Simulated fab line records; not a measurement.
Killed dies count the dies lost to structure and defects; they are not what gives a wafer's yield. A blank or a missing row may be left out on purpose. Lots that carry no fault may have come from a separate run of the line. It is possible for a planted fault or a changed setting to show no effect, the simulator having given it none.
What tool caused it? / flow nandHarc / 11 lots, 33 wafers sampled, at 5 steps of a route of 1159

## WHAT EACH GAUGE READ, for each wafer
NHARC_END_SORT_01. Usual: killedAtArray 27, standard deviation 11; killedAtOther 0.7, standard deviation 0.93; killedAtPeriphery 2.9, standard deviation 1.9; killedDies 30, standard deviation 11; killedOpen 3.1, standard deviation 1.7; killedShort 1.9, standard deviation 1.3.
lot=L228; measured=day 21 10:02; on=prober-01; killedAtArray=30 24 37; killedAtOther=0 0 0; killedAtPeriphery=0 0 0; killedDies=30 24 37; killedOpen=3 2 4; killedShort=2 3 4; flag=
lot=L234; measured=day 23 21:36; on=prober-01; killedAtArray=674 37 27; killedAtOther=1 0 0; killedAtPeriphery=2 1 0; killedDies=677 38 27; killedOpen=3 3 1; killedShort=2 0 1; flag=OFF
lot=L238; measured=day 24 17:58; on=prober-02; killedAtArray=14 673 21; killedAtOther=1 1 0; killedAtPeriphery=1 3 2; killedDies=16 677 23; killedOpen=3 3 4; killedShort=1 1 2; flag=OFF

## WHICH TOOL RAN EACH LOT (tool, then ch and the chambers of the sampled wafers, then the start)
lot=L218; NHARC_A_STAIRCASE_ETCH_170=rieDiel-01 ch 0,2,3, day 10 19:49 or earlier; NHARC_A_STAIRCASE_TRIM_12=rieDiel-04 ch 0,1,3, day 10 19:49; NHARC_A_STAIRCASE_ETCH_21=rieDiel-01 ch 0,1,2, no start; NHARC_A_STAIRCASE_ETCH_23=rieDiel-01 ch 0,2,3, no start
lot=L219; NHARC_A_STAIRCASE_ETCH_170=rieDiel-01 ch 0,1, day 11 10:51 or earlier; NHARC_A_STAIRCASE_TRIM_12=rieDiel-01 ch 0,2,3, day 11 10:51; NHARC_A_STAIRCASE_ETCH_21=rieDiel-01 ch 0,1,3, no start; NHARC_A_STAIRCASE_ETCH_23=rieDiel-01 ch 1,2, no start
lot=L226; NHARC_A_STAIRCASE_ETCH_170=rieDiel-08 ch 0,2, day 12 13:18 or earlier; NHARC_A_STAIRCASE_TRIM_12=rieDiel-04 ch 0,1, day 12 13:18; NHARC_A_STAIRCASE_ETCH_21=rieDiel-01 ch 0,3, no start; NHARC_A_STAIRCASE_ETCH_23=rieDiel-01 ch 0,1,3, no start
lot=L228; NHARC_A_STAIRCASE_ETCH_170=rieDiel-01 ch 0,1, day 13 02:26 or earlier; NHARC_A_STAIRCASE_TRIM_12=rieDiel-08 ch 0,1,2, day 13 02:26; NHARC_A_STAIRCASE_ETCH_21=rieDiel-08 ch 0,2,3, day 21 10:02 or earlier; NHARC_A_STAIRCASE_ETCH_23=rieDiel-08 ch 0,1,2, day 21 10:02 or earlier
lot=L231; NHARC_A_STAIRCASE_ETCH_170=rieDiel-01 ch 0,1, day 14 00:09 or earlier; NHARC_A_STAIRCASE_TRIM_12=rieDiel-01 ch 0,1,3, day 14 00:09; NHARC_A_STAIRCASE_ETCH_21=rieDiel-01 ch 0,2,3, no start; NHARC_A_STAIRCASE_ETCH_23=rieDiel-01 ch 1,3, no start
lot=L230; NHARC_A_STAIRCASE_ETCH_170=rieDiel-08 ch 0,2,3, day 14 07:05 or earlier; NHARC_A_STAIRCASE_TRIM_12=rieDiel-08 ch 1,2,3, day 14 07:05; NHARC_A_STAIRCASE_ETCH_21=rieDiel-04 ch 1,2,3, no start; NHARC_A_STAIRCASE_ETCH_23=rieDiel-04 ch 0,2,3, no start
lot=L229; NHARC_A_STAIRCASE_ETCH_170=rieDiel-04 ch 0,2,3, day 14 07:20 or earlier; NHARC_A_STAIRCASE_TRIM_12=rieDiel-04 ch 0,2, day 14 07:20; NHARC_A_STAIRCASE_ETCH_21=rieDiel-08 ch 0,2,3, no start; NHARC_A_STAIRCASE_ETCH_23=rieDiel-08 ch 0,1,2, no start
lot=L234; NHARC_A_STAIRCASE_ETCH_170=rieDiel-04 ch 1,2,3, day 14 19:28 or earlier; NHARC_A_STAIRCASE_TRIM_12=rieDiel-04 ch 0,2, day 14 19:28; NHARC_A_STAIRCASE_ETCH_21=rieDiel-08 ch 0,1,3, day 23 21:36 or earlier; NHARC_A_STAIRCASE_ETCH_23=rieDiel-08 ch 0,1,2, day 23 21:36 or earlier
lot=L238; NHARC_A_STAIRCASE_ETCH_170=rieDiel-01 ch 0,3, day 15 17:38 or earlier; NHARC_A_STAIRCASE_TRIM_12=rieDiel-04 ch 0,3, day 15 17:38; NHARC_A_STAIRCASE_ETCH_21=rieDiel-08 ch 0,2,3, day 24 17:58 or earlier; NHARC_A_STAIRCASE_ETCH_23=rieDiel-08 ch 0,2,3, day 24 17:58 or earlier
lot=L241; NHARC_A_STAIRCASE_ETCH_170=rieDiel-08 ch 0,1,2, day 16 13:01 or earlier; NHARC_A_STAIRCASE_TRIM_12=rieDiel-01 ch 0,1, day 16 13:01; NHARC_A_STAIRCASE_ETCH_21=rieDiel-04 ch 1,2,3, no start; NHARC_A_STAIRCASE_ETCH_23=rieDiel-04 ch 0,2,3, no start
lot=L240; NHARC_A_STAIRCASE_ETCH_170=rieDiel-08 ch 2,3, day 16 21:11 or earlier; NHARC_A_STAIRCASE_TRIM_12=rieDiel-01 ch 2,3, day 16 21:11; NHARC_A_STAIRCASE_ETCH_21=rieDiel-04 ch 2,3, no start; NHARC_A_STAIRCASE_ETCH_23=rieDiel-04 ch 0,2,3, no start
- NHARC_A_STAIRCASE_ETCH_170: etches the open film in C4F6/O2, target depth 200 nm, time 66.667 s.
- NHARC_A_STAIRCASE_TRIM_12: chemistry O2, time 211.2 s.
- NHARC_A_STAIRCASE_ETCH_21: etches the open film in C4F8/O2, target depth 100 nm, time 40.5 s.
- NHARC_A_STAIRCASE_ETCH_23: etches the open film in C4F8/O2, target depth 100 nm, time 40.5 s.

## AS READ BY THE TOOLS THEMSELVES (means over the sampled wafers that have a number; for cases with no such wafer, the mark the record gives instead)
NHARC_A_STAIRCASE_ETCH_170. Usual: chamberPressureMTorr 30.004 mTorr, standard deviation 0.025; drypumpMotorCurrentA 5.6 A, standard deviation 0.52; oesProductAu 0.970 a.u., standard deviation 0.016; rfVppV 546 V, standard deviation 3.5; showerheadPlenumPTorr 3.90 Torr, standard deviation 0.17; throttleValvePct 26.903 %, standard deviation 0.011.
lot=L218; tool=rieDiel-01; chamberPressureMTorr (mTorr)=29.994; drypumpMotorCurrentA (A)=5.3; oesProductAu (a.u.)=0.976; rfVppV (V)=550; showerheadPlenumPTorr (Torr)=4.06; throttleValvePct (%)=26.903; flag=
lot=L219; tool=rieDiel-01; chamberPressureMTorr (mTorr)=30.014; drypumpMotorCurrentA (A)=5.7; oesProductAu (a.u.)=0.929; rfVppV (V)=548; showerheadPlenumPTorr (Torr)=3.96; throttleValvePct (%)=26.907; flag=
lot=L226; tool=rieDiel-08; chamberPressureMTorr (mTorr)=30.024; drypumpMotorCurrentA (A)=5.7; oesProductAu (a.u.)=0.950; rfVppV (V)=546; showerheadPlenumPTorr (Torr)=3.86; throttleValvePct (%)=26.899; flag=
lot=L228; tool=rieDiel-01; chamberPressureMTorr (mTorr)=29.998; drypumpMotorCurrentA (A)=5.6; oesProductAu (a.u.)=0.969; rfVppV (V)=545; showerheadPlenumPTorr (Torr)=3.84; throttleValvePct (%)=26.897; flag=
lot=L231; tool=rieDiel-01; chamberPressureMTorr (mTorr)=29.993; drypumpMotorCurrentA (A)=5.6; oesProductAu (a.u.)=0.932; rfVppV (V)=545; showerheadPlenumPTorr (Torr)=3.84; throttleValvePct (%)=26.907; flag=
lot=L230; tool=rieDiel-08; chamberPressureMTorr (mTorr)=29.977; drypumpMotorCurrentA (A)=5.5; oesProductAu (a.u.)=0.987; rfVppV (V)=545; showerheadPlenumPTorr (Torr)=3.84; throttleValvePct (%)=26.898; flag=
lot=L229; tool=rieDiel-04; chamberPressureMTorr (mTorr)=29.999; drypumpMotorCurrentA (A)=6.0; oesProductAu (a.u.)=0.980; rfVppV (V)=548; showerheadPlenumPTorr (Torr)=3.88; throttleValvePct (%)=26.904; flag=
lot=L234; tool=rieDiel-04; chamberPressureMTorr (mTorr)=30.021; drypumpMotorCurrentA (A)=5.7; oesProductAu (a.u.)=0.977; rfVppV (V)=546; showerheadPlenumPTorr (Torr)=3.84; throttleValvePct (%)=26.908; flag=
lot=L238; tool=rieDiel-01; chamberPressureMTorr (mTorr)=30.022; drypumpMotorCurrentA (A)=5.4; oesProductAu (a.u.)=0.966; rfVppV (V)=550; showerheadPlenumPTorr (Torr)=4.07; throttleValvePct (%)=26.901; flag=
lot=L241; tool=rieDiel-08; chamberPressureMTorr (mTorr)=29.994; drypumpMotorCurrentA (A)=5.8; oesProductAu (a.u.)=0.979; rfVppV (V)=546; showerheadPlenumPTorr (Torr)=3.88; throttleValvePct (%)=26.908; flag=
lot=L240; tool=rieDiel-08; chamberPressureMTorr (mTorr)=29.995; drypumpMotorCurrentA (A)=5.3; oesProductAu (a.u.)=0.990; rfVppV (V)=547; showerheadPlenumPTorr (Torr)=4.00; throttleValvePct (%)=26.903; flag=

NHARC_A_STAIRCASE_TRIM_12. Usual: chamberPressureMTorr 60.00 mTorr, standard deviation 0.059; drypumpMotorCurrentA 5.5 A, standard deviation 0.51; oesProductAu 0.997 a.u., standard deviation 0.0069; rfVppV 57.7 V, standard deviation 0.89; showerheadPlenumPTorr 3.52 Torr, standard deviation 0.14; throttleValvePct 17.036 %, standard deviation 0.01.
lot=L218; tool=rieDiel-04; chamberPressureMTorr (mTorr)=59.93; drypumpMotorCurrentA (A)=5.9; oesProductAu (a.u.)=0.999; rfVppV (V)=57.1; showerheadPlenumPTorr (Torr)=3.51; throttleValvePct (%)=17.047; flag=
lot=L219; tool=rieDiel-01; chamberPressureMTorr (mTorr)=60.01; drypumpMotorCurrentA (A)=5.3; oesProductAu (a.u.)=0.991; rfVppV (V)=58.5; showerheadPlenumPTorr (Torr)=3.65; throttleValvePct (%)=17.032; flag=
lot=L226; tool=rieDiel-04; chamberPressureMTorr (mTorr)=60.01; drypumpMotorCurrentA (A)=5.6; oesProductAu (a.u.)=1.004; rfVppV (V)=57.7; showerheadPlenumPTorr (Torr)=3.57; throttleValvePct (%)=17.037; flag=
lot=L228; tool=rieDiel-08; chamberPressureMTorr (mTorr)=60.01; drypumpMotorCurrentA (A)=5.8; oesProductAu (a.u.)=0.989; rfVppV (V)=57.1; showerheadPlenumPTorr (Torr)=3.50; throttleValvePct (%)=17.039; flag=
lot=L231; tool=rieDiel-01; chamberPressureMTorr (mTorr)=60.04; drypumpMotorCurrentA (A)=5.5; oesProductAu (a.u.)=0.993; rfVppV (V)=58.4; showerheadPlenumPTorr (Torr)=3.56; throttleValvePct (%)=17.033; flag=
lot=L230; tool=rieDiel-08; chamberPressureMTorr (mTorr)=59.95; drypumpMotorCurrentA (A)=5.7; oesProductAu (a.u.)=1.000; rfVppV (V)=57.4; showerheadPlenumPTorr (Torr)=3.49; throttleValvePct (%)=17.031; flag=
lot=L229; tool=rieDiel-04; chamberPressureMTorr (mTorr)=60.00; drypumpMotorCurrentA (A)=5.6; oesProductAu (a.u.)=0.991; rfVppV (V)=57.8; showerheadPlenumPTorr (Torr)=3.53; throttleValvePct (%)=17.043; flag=
lot=L234; tool=rieDiel-04; chamberPressureMTorr (mTorr)=59.99; drypumpMotorCurrentA (A)=5.6; oesProductAu (a.u.)=0.912; rfVppV (V)=58.5; showerheadPlenumPTorr (Torr)=3.53; throttleValvePct (%)=17.044; flag=OFF
lot=L238; tool=rieDiel-04; chamberPressureMTorr (mTorr)=59.96; drypumpMotorCurrentA (A)=6.4; oesProductAu (a.u.)=0.913; rfVppV (V)=58.0; showerheadPlenumPTorr (Torr)=3.44; throttleValvePct (%)=17.043; flag=OFF
lot=L241; tool=rieDiel-01; chamberPressureMTorr (mTorr)=60.07; drypumpMotorCurrentA (A)=5.6; oesProductAu (a.u.)=0.989; rfVppV (V)=57.3; showerheadPlenumPTorr (Torr)=3.44; throttleValvePct (%)=17.030; flag=
lot=L240; tool=rieDiel-01; chamberPressureMTorr (mTorr)=60.00; drypumpMotorCurrentA (A)=4.9; oesProductAu (a.u.)=1.002; rfVppV (V)=59.2; showerheadPlenumPTorr (Torr)=3.59; throttleValvePct (%)=17.033; flag=

NHARC_A_STAIRCASE_ETCH_21. Usual: chamberPressureMTorr 24.997 mTorr, standard deviation 0.022; oesProductAu 0.949 a.u., standard deviation 0.016; rfVppV 895 V, standard deviation 5.9.
lot=L218; tool=rieDiel-01; chamberPressureMTorr (mTorr)=25.005; oesProductAu (a.u.)=0.966; rfVppV (V)=897; flag=
lot=L219; tool=rieDiel-01; chamberPressureMTorr (mTorr)=25.006; oesProductAu (a.u.)=0.944; rfVppV (V)=897; flag=
lot=L226; tool=rieDiel-01; chamberPressureMTorr (mTorr)=25.002; oesProductAu (a.u.)=0.958; rfVppV (V)=901; flag=
lot=L228; tool=rieDiel-08; chamberPressureMTorr (mTorr)=24.996; oesProductAu (a.u.)=0.948; rfVppV (V)=893; flag=
lot=L231; tool=rieDiel-01; chamberPressureMTorr (mTorr)=24.992; oesProductAu (a.u.)=0.947; rfVppV (V)=900; flag=
lot=L230; tool=rieDiel-04; chamberPressureMTorr (mTorr)=24.999; oesProductAu (a.u.)=0.967; rfVppV (V)=893; flag=
lot=L229; tool=rieDiel-08; chamberPressureMTorr (mTorr)=24.984; oesProductAu (a.u.)=0.940; rfVppV (V)=893; flag=
lot=L234; tool=rieDiel-08; chamberPressureMTorr (mTorr)=24.997; oesProductAu (a.u.)=0.961; rfVppV (V)=888; flag=
lot=L238; tool=rieDiel-08; chamberPressureMTorr (mTorr)=24.979; oesProductAu (a.u.)=0.966; rfVppV (V)=893; flag=
lot=L241; tool=rieDiel-04; chamberPressureMTorr (mTorr)=25.006; oesProductAu (a.u.)=0.970; rfVppV (V)=893; flag=
lot=L240; tool=rieDiel-04; chamberPressureMTorr (mTorr)=25.014; oesProductAu (a.u.)=0.948; rfVppV (V)=891; flag=

NHARC_A_STAIRCASE_ETCH_23. Usual: chamberPressureMTorr 25.001 mTorr, standard deviation 0.022; oesProductAu 0.943 a.u., standard deviation 0.011; rfVppV 895 V, standard deviation 5.7.
lot=L218; tool=rieDiel-01; chamberPressureMTorr (mTorr)=25.005; oesProductAu (a.u.)=0.955; rfVppV (V)=901; flag=
lot=L219; tool=rieDiel-01; chamberPressureMTorr (mTorr)=25.004; oesProductAu (a.u.)=0.954; rfVppV (V)=892; flag=
lot=L226; tool=rieDiel-01; chamberPressureMTorr (mTorr)=24.998; oesProductAu (a.u.)=0.932; rfVppV (V)=897; flag=
lot=L228; tool=rieDiel-08; chamberPressureMTorr (mTorr)=25.009; oesProductAu (a.u.)=0.945; rfVppV (V)=896; flag=
lot=L231; tool=rieDiel-01; chamberPressureMTorr (mTorr)=25.010; oesProductAu (a.u.)=0.940; rfVppV (V)=893; flag=
lot=L230; tool=rieDiel-04; chamberPressureMTorr (mTorr)=24.998; oesProductAu (a.u.)=0.957; rfVppV (V)=895; flag=
lot=L229; tool=rieDiel-08; chamberPressureMTorr (mTorr)=25.001; oesProductAu (a.u.)=0.938; rfVppV (V)=894; flag=
lot=L234; tool=rieDiel-08; chamberPressureMTorr (mTorr)=25.018; oesProductAu (a.u.)=0.938; rfVppV (V)=895; flag=
lot=L238; tool=rieDiel-08; chamberPressureMTorr (mTorr)=25.008; oesProductAu (a.u.)=0.946; rfVppV (V)=893; flag=
lot=L241; tool=rieDiel-04; chamberPressureMTorr (mTorr)=25.012; oesProductAu (a.u.)=0.951; rfVppV (V)=895; flag=
lot=L240; tool=rieDiel-04; chamberPressureMTorr (mTorr)=25.001; oesProductAu (a.u.)=0.950; rfVppV (V)=894; flag=

## THE ANSWER, worked out from the rows above alone
Rule: take the mean of a lot's wafers that have a number; if it is more than 3 standard deviations from the usual mean, the lot is off. A lot without any number at a reading at which 4 lots or more have one is off too. Any other lot the step has rows for is counted as sound. The gauges are gone through in route order, then the tools' own readings, and for those a lot's mean is taken as printed above. The first step at which some lot is off is used, and at that step the reading that is off furthest; a lot without a number counts as furthest.
Off: L234, L238, at NHARC_END_SORT_01 (killedAtArray). Neither off nor sound, because the step has no rows for them: L218, L219, L226, L231, L230, L229, L241, L240.
A tool fits if, at a process step before that reading, it ran every lot that is off, and no sound lot after the first of them. The gauges at NHARC_END_SORT_01 aren't tried: what is off there is off at NHARC_A_STAIRCASE_TRIM_12 too, on other tools, and a gauge's error can't cause that. Because NHARC_A_STAIRCASE_ETCH_170 lacks a start for some lots, the hours and order of its lots are taken from NHARC_A_STAIRCASE_TRIM_12. Because NHARC_A_STAIRCASE_ETCH_21 lacks a start for some lots, the hours and order of its lots are taken from NHARC_END_SORT_01. Because NHARC_A_STAIRCASE_ETCH_23 lacks a start for some lots, the hours and order of its lots are taken from NHARC_END_SORT_01. 2 tools fit, rieDiel-04 at NHARC_A_STAIRCASE_TRIM_12 and rieDiel-08 at NHARC_A_STAIRCASE_ETCH_21 and NHARC_A_STAIRCASE_ETCH_23, so this cannot tell which one it is.

## WHAT HAD BEEN PUT IN BY THE SIMULATOR
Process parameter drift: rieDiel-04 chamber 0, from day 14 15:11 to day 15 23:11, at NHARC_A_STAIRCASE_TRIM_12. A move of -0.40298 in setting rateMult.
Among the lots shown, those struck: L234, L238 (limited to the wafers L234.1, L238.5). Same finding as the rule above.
